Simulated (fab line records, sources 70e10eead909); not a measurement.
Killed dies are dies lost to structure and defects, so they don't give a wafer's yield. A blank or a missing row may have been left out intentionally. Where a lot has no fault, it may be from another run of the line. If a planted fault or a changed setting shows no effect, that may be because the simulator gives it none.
fab line records | flow nand-harc | part 2 of 2: steps 25 to 32 of 32
record: lots: 5 | wafers: 15 | last-day: 24
route steps=1159 shown A_SGD_CUT@751 A_SLIT@779
lots that met no fault: from a run of the same line without faults
start-h: the number of hours between the record's first day and the start of the first shown wafer of the lot | wait-h: hours elapsed since this lot's preceding step | " as in the row above | L1.1+2: a single row standing in for several wafers | - value missing, or start not given | * or withheld: withheld | < > ~ a bound
route shown NAME@n: NAME is a module with steps in the file, n the number in the route of the first one | usual: the fault-free wafers' mean and standard deviation | same: alike in all rows | chamber/n: place in a boat | sites: readings site by site | _std_site: the standard deviation of these | _edge_site: inner sites' mean taken away from outer sites' mean | radius-mm: for every site, how far away it sits from the centre of the wafer | mask NAME#n: copy n | behind: tool/chamber where the wafer was last shaped | hold: why the lot went on hold/how many hours it stayed there/how the hold came to an end | device: which transistor (n, p or np) failed to switch | end of line: the same wafers' tests at the end of the route | a step with no rows: only its recipe | killed: dies lost to structure and defects at the first sort, not the wafer's yield | map: per-die view of a wafer (x killed, . not killed, _ where there is no die)
set.NAME: the run value of the setting; set.NAME@STEP: its run value at that earlier step | model.NAME: the simulator's own value behind a step, which no gauge read
certain route steps with their lots: each step a table, each wafer a row
services: from which hour (start-h, from the record's first day; less than 0 if before it) a tool's chamber was out of use, for how many hours, and why
== steps ==
step: NHARC_A_SGD_CUT_ETCH_26
recipe: target-depth-a: 458 | chemistry: dHF | material: SiO2
lot.wafer  | tool         | chamber | start-h | wait-h
L074.3+1+5 | wet-bench-03 | 1,2,5   | 297.73  | 0.0
L079.2+3+5 | wet-bench-05 | 5,7,1   | 335.01  | 0.0
L080.3+5+6 | wet-bench-05 | 1,3,4   | 352.76  | 0.0
L088.5+4+2 | wet-bench-05 | 2,3,4   | 402.71  | 0.0
L096.6+2+3 | wet-bench-06 | 4,5,7   | 445.26  | 0.0
step: NHARC_A_SGD_CUT_ETCHBACK_24
recipe: target-depth-a: 500 | over-etch-frac: 0.3 | time-s: 92.857 | ion-energy-ev: 120 | ch3f-flow-sccm: 50 | o2-flow-sccm: 30 | ar-flow-sccm: 200 | rf-w: 500 | bias-w: 100 | chemistry: CH3F/O2
usual: ch3f-flow-sccm: 50.00/0.16 | drypump-motor-current-A: 5.7/0.5 | oes-product-au: 0.96/0.037 | rf-vpp-V: 245.0/1.4 | showerhead-plenum-p-Torr: 2.50/0.079 | throttle-valve-pct: 20.662/0.0091
same: over-etch-frac: 0.3
lot.wafer | tool        | chamber | start-h | wait-h | ch3f-flow-sccm | drypump-motor-current-A | oes-product-au | rf-hours-counter-h | rf-vpp-V | showerhead-plenum-p-Torr | throttle-valve-pct
L074.3    | rie-diel-02 | 2       | 297.90  | 0.2    | 49.75          | 6.2                     | 0.93           | 15                 | 245.6    | 2.51                     | 20.671
L074.1    | "           | 0       | "       | "      | 49.83          | 5.9                     | 0.95           | 15                 | 242.1    | 2.35                     | 20.666
L074.5    | "           | 2       | "       | "      | 49.83          | 6.2                     | 0.92           | -                  | 246.6    | 2.51                     | 20.676
L079.3    | rie-diel-04 | 3       | 335.17  | 0.1    | 49.88          | 5.3                     | 0.98           | 4                  | 243.9    | 2.52                     | 20.681
L079.2    | "           | 1       | "       | "      | 50.11          | 5.2                     | 0.98           | 4                  | 244.6    | 2.41                     | 20.672
L079.5    | "           | 3       | "       | "      | 49.99          | 5.3                     | 0.99           | -                  | 245.1    | 2.53                     | 20.664
L080.3    | rie-diel-04 | 2       | 352.91  | 0.2    | 50.08          | 4.8                     | 1.01           | 7                  | 247.2    | 2.52                     | 20.652
L080.6    | "           | 3       | "       | "      | 49.88          | 5.4                     | 0.99           | -                  | 246.0    | 2.52                     | 20.656
L080.5    | "           | 0       | "       | "      | 50.10          | 6.0                     | 1.00           | -                  | 245.2    | 2.51                     | 20.650
L088.2    | rie-diel-02 | 3       | 402.87  | 0.1    | 49.76          | 5.5                     | 0.92           | 8                  | 245.5    | 2.62                     | 20.671
L088.4    | "           | 0       | "       | "      | 49.98          | 5.9                     | 0.95           | 6                  | 243.4    | 2.35                     | 20.665
L088.5    | "           | 3       | "       | "      | 49.82          | 5.5                     | 0.93           | -                  | 246.4    | 2.62                     | 20.651
L096.3    | rie-diel-01 | 0       | 445.41  | 0.1    | 50.13          | 6.0                     | 0.98           | 10                 | 245.3    | 2.52                     | 20.654
L096.2    | "           | 2       | "       | "      | 49.79          | 6.5                     | 1.01           | 10                 | 245.0    | 2.49                     | 20.656
L096.6    | "           | 1       | "       | "      | 49.99          | 6.3                     | 0.99           | -                  | 247.6    | 2.61                     | 20.680
step: NHARC_A_SGD_CUT_STRIP_28
recipe: time-s: 20 | o2-flow-sccm: 500 | ar-flow-sccm: 0 | bias-w: 0 | chemistry: O2
usual: drypump-motor-current-A: 5.8/0.49 | oes-product-au: 0.995/0.015 | rf-vpp-V: 57.8/0.83 | showerhead-plenum-p-Torr: 3.59/0.1 | throttle-valve-pct: 17.036/0.0088
lot.wafer | tool        | chamber | start-h | wait-h | drypump-motor-current-A | oes-product-au | rf-hours-counter-h | rf-vpp-V | showerhead-plenum-p-Torr | throttle-valve-pct
L074.3    | rie-diel-02 | 1       | -       | -      | 5.0                     | 1.003          | 15                 | 57.0     | 3.62                     | 17.050
L074.1    | "           | 3       | "       | "      | 5.5                     | 0.997          | 17                 | 57.0     | 3.75                     | 17.041
L074.5    | "           | 2       | "       | "      | 6.2                     | 0.996          | -                  | 57.7     | 3.60                     | 17.024
L079.2    | rie-diel-04 | 1       | 335.34  | 0.1    | 5.3                     | 0.986          | 4                  | 57.0     | 3.46                     | 17.033
L079.3    | "           | 2       | "       | "      | 4.8                     | 1.005          | 4                  | 58.4     | 3.62                     | 17.035
L079.5    | "           | 3       | "       | "      | 5.3                     | 1.002          | -                  | 57.8     | 3.62                     | 17.046
L080.3    | rie-diel-04 | 3       | 353.09  | 0.2    | 5.3                     | 1.004          | 7                  | 57.5     | 3.62                     | 17.017
L080.6    | "           | 3       | "       | "      | 5.4                     | 0.995          | -                  | 58.6     | 3.62                     | 17.043
L080.5    | "           | 2       | "       | "      | 4.8                     | 1.003          | -                  | 59.2     | 3.61                     | 17.043
L088.4    | rie-diel-02 | 0       | -       | -      | 5.9                     | 1.031          | 6                  | 57.3     | 3.38                     | 17.039
L088.2    | "           | 1       | "       | "      | 5.0                     | 1.009          | 7                  | 57.6     | 3.61                     | 17.037
L088.5    | "           | 3       | "       | "      | 5.5                     | 0.995          | -                  | 58.3     | 3.75                     | 17.055
L096.2    | rie-diel-01 | 0       | -       | -      | 6.0                     | 0.970          | 10                 | 58.1     | 3.61                     | 17.047
L096.3    | "           | 1       | "       | "      | 6.3                     | 0.989          | 10                 | 57.7     | 3.74                     | 17.046
L096.6    | "           | 2       | "       | "      | 6.5                     | 0.997          | -                  | 58.0     | 3.58                     | 17.045
step: NHARC_A_SGD_CUT_INSPECT_25
usual: raw-defect-count: 314/84
lot.wafer | tool              | chamber | start-h | wait-h | raw-defect-count
L074.1    | defect-inspect-01 | -       | 298.13  | -      | 312
L074.3    | "                 | -       | "       | "      | 250
L074.5    | "                 | -       | "       | "      | 291
L079.2    | defect-inspect-01 | -       | 335.45  | -      | 456
L079.3    | "                 | -       | "       | "      | 363
L079.5    | "                 | -       | "       | "      | 332
L080.3    | defect-inspect-01 | -       | 353.20  | -      | 457
L080.5    | "                 | -       | "       | "      | 372
L080.6    | "                 | -       | "       | "      | 358
L088.2    | defect-inspect-02 | -       | 403.11  | -      | 274
L088.4    | "                 | -       | "       | "      | 373
L088.5    | "                 | -       | "       | "      | 610
L096.2    | defect-inspect-02 | -       | 445.66  | -      | 260
L096.3    | "                 | -       | "       | "      | 203
L096.6    | "                 | -       | "       | "      | 349
step: NHARC_A_SLIT_DEP_25
recipe: target-thk-a: 2000 | temp-c: 400 | pressure-torr: 6.5 | rf-w: 900 | teos-flow-sccm: 161.4 | flow-sccm: 2650 | target-thk-nm: 200 | gas: O2 | material: SiO2
usual: chamber-pressure-Torr: 6.498/0.014 | heater-power-w: 496/99 | showerhead-vpp-V: 1820/86 | throttle-valve-pct: 16.0/0.55
lot.wafer | tool     | chamber | start-h | wait-h | chamber-pressure-Torr | heater-power-w | showerhead-vpp-V | throttle-valve-pct
L074.1    | pecvd-01 | 2       | 298.20  | 0.1    | 6.476                 | 331            | 1885             | 15.2
L074.3    | "        | 1       | "       | "      | 6.501                 | 600            | 1937             | 15.8
L074.5    | "        | 1       | "       | "      | 6.513                 | 617            | 1955             | 15.9
L079.2    | pecvd-03 | 2       | 335.77  | 0.3    | 6.490                 | 407            | 1703             | 16.3
L079.3    | "        | 1       | "       | "      | 6.497                 | 586            | 1804             | 15.8
L079.5    | "        | 2       | "       | "      | 6.492                 | 409            | 1734             | 16.2
L080.3    | pecvd-01 | 0       | 353.26  | 0.1    | 6.495                 | 586            | 1778             | 16.6
L080.5    | "        | 1       | "       | "      | 6.487                 | 601            | 1877             | 16.0
L080.6    | "        | 2       | "       | "      | 6.521                 | 304            | 1885             | 15.2
L088.2    | pecvd-03 | 1       | 403.25  | 0.1    | 6.470                 | 617            | 1791             | 15.7
L088.5    | "        | 0       | "       | "      | 6.498                 | 537            | 1927             | 16.4
L088.4    | "        | 1       | "       | "      | 6.479                 | 620            | 1817             | 16.0
L096.3    | pecvd-01 | 0       | 445.76  | 0.1    | 6.482                 | 514            | 1761             | 16.1
L096.2    | "        | 1       | "       | "      | 6.511                 | 502            | 1950             | 16.6
L096.6    | "        | 0       | "       | "      | 6.491                 | 525            | 1744             | 16.1
step: NHARC_A_SLIT_DEP_00
recipe: target-thk-a: 32000 | temp-c: 400 | material: aC
usual: throttle-valve-pct: 35.000/0.0093
lot.wafer | tool       | chamber | start-h | wait-h | throttle-valve-pct
L074.1    | acl-dep-03 | 0       | 301.40  | -      | 35.005
L074.3    | "          | 0       | "       | "      | 34.992
L074.5    | "          | 0       | "       | "      | 34.985
L079.2    | acl-dep-01 | 0       | 336.44  | -      | 35.002
L079.3    | "          | 0       | "       | "      | 35.006
L079.5    | "          | 0       | "       | "      | 35.010
L080.3    | acl-dep-03 | 0       | 357.29  | -      | 35.000
L080.5    | "          | 0       | "       | "      | 35.004
L080.6    | "          | 0       | "       | "      | 35.012
L088.2    | acl-dep-01 | 0       | 403.84  | -      | 35.004
L088.4    | "          | 0       | "       | "      | 35.004
L088.5    | "          | 0       | "       | "      | 35.003
L096.2    | acl-dep-02 | 0       | 448.75  | -      | 34.997
L096.3    | "          | 0       | "       | "      | 34.991
L096.6    | "          | 0       | "       | "      | 34.990
step: NHARC_A_SLIT_DEP_23
recipe: target-thk-a: 1000 | target-thk-nm: 100 | temp-c: 400 | pressure-torr: 3.5 | flow-sccm: 200 | rf-w: 350 | material: SiON
usual: chamber-pressure-Torr: 3.498/0.0075 | heater-power-w: 700/100 | showerhead-vpp-V: 1128/54
lot.wafer | tool     | chamber | start-h | wait-h | chamber-pressure-Torr | heater-power-w | showerhead-vpp-V
L074.3    | pecvd-01 | 2       | 303.38  | 1.0    | 3.502                 | 551            | 1196
L074.1    | "        | 1       | "       | "      | 3.491                 | 702            | 1194
L074.5    | "        | 1       | "       | "      | 3.486                 | 703            | 1190
L079.2    | pecvd-01 | 1       | 338.36  | 1.6    | 3.499                 | 810            | 1195
L079.3    | "        | 2       | "       | "      | 3.505                 | 554            | 1154
L079.5    | "        | 0       | "       | "      | 3.500                 | 777            | 1111
L080.3    | pecvd-01 | 2       | 358.66  | 1.0    | 3.504                 | 570            | 1168
L080.5    | "        | 0       | "       | "      | 3.505                 | 738            | 1104
L080.6    | "        | 1       | "       | "      | 3.510                 | 802            | 1221
L088.2    | pecvd-03 | 2       | 405.52  | 1.4    | 3.501                 | 575            | 1054
L088.5    | "        | 1       | "       | "      | 3.500                 | 768            | 1114
L088.4    | "        | 2       | "       | "      | 3.502                 | 571            | 1055
L096.2    | pecvd-02 | 2       | 450.40  | 1.3    | 3.503                 | 656            | 1080
L096.3    | "        | 2       | "       | "      | 3.510                 | 649            | 1082
L096.6    | "        | 1       | "       | "      | 3.509                 | 811            | 1054
step: NHARC_A_SLIT_DEHYDRATE_01
recipe: temp-c: 150 | time-s: 120
usual: heater-power-total-W: 182.5/1.2
lot.wafer | tool           | chamber | start-h | wait-h | heater-power-total-W
L074.1    | litho-track-01 | 0       | 303.65  | 0.2    | 182.8
L074.3    | "              | 0       | "       | "      | 184.2
L074.5    | "              | 0       | "       | "      | 180.8
L079.2    | litho-track-01 | 0       | 338.61  | 0.2    | 181.4
L079.3    | "              | 0       | "       | "      | 180.9
L079.5    | "              | 0       | "       | "      | 181.9
L080.3    | litho-track-01 | 0       | 358.87  | 0.2    | 183.4
L080.5    | "              | 0       | "       | "      | 183.4
L080.6    | "              | 0       | "       | "      | 181.2
L088.2    | litho-track-06 | 0       | 405.76  | 0.2    | 183.9
L088.4    | "              | 0       | "       | "      | 181.4
L088.5    | "              | 0       | "       | "      | 183.4
L096.2    | litho-track-04 | 0       | 450.76  | 0.3    | 182.9
L096.3    | "              | 0       | "       | "      | 183.7
L096.6    | "              | 0       | "       | "      | 180.9
== services ==
tool           | chamber | start-h | hours | kind
litho-track-01 | -       | 268.00  | 7.0   | pm
rie-diel-02    | 2       | 277.86  | 7.2   | repair
rie-diel-01    | 3       | 283.11  | 7.3   | repair
rie-diel-04    | -       | 289.00  | 9.0   | pm
litho-track-06 | -       | 292.00  | 7.0   | pm
rie-diel-04    | 1       | 300.78  | 5.4   | repair
wet-bench-06   | -       | 305.64  | 8.0   | pm
rie-diel-01    | -       | 314.80  | 9.0   | pm
litho-track-04 | -       | 316.00  | 7.0   | pm
wet-bench-03   | -       | 322.40  | 8.0   | pm
rie-diel-01    | -       | 324.20  | 1.0   | repair
rie-diel-04    | 0       | 324.52  | 15.0  | repair
rie-diel-02    | -       | 327.88  | 9.0   | pm
rie-diel-04    | 1       | 337.27  | 34.0  | repair
cmp-03         | -       | 352.00  | 4.0   | pm
rie-diel-02    | 0       | 363.97  | 4.9   | repair
rie-diel-04    | -       | 365.20  | 0.1   | repair
wet-bench-05   | -       | 372.85  | 8.0   | pm
pecvd-01       | -       | 395.33  | 1.6   | repair
pecvd-01       | -       | 418.24  | 13.0  | pm
rie-diel-04    | 0       | 435.65  | 15.3  | repair
rie-diel-04    | 1       | 436.70  | 2.2   | repair
rie-diel-01    | 3       | 439.60  | 5.3   | repair
litho-track-01 | -       | 443.00  | 7.0   | pm
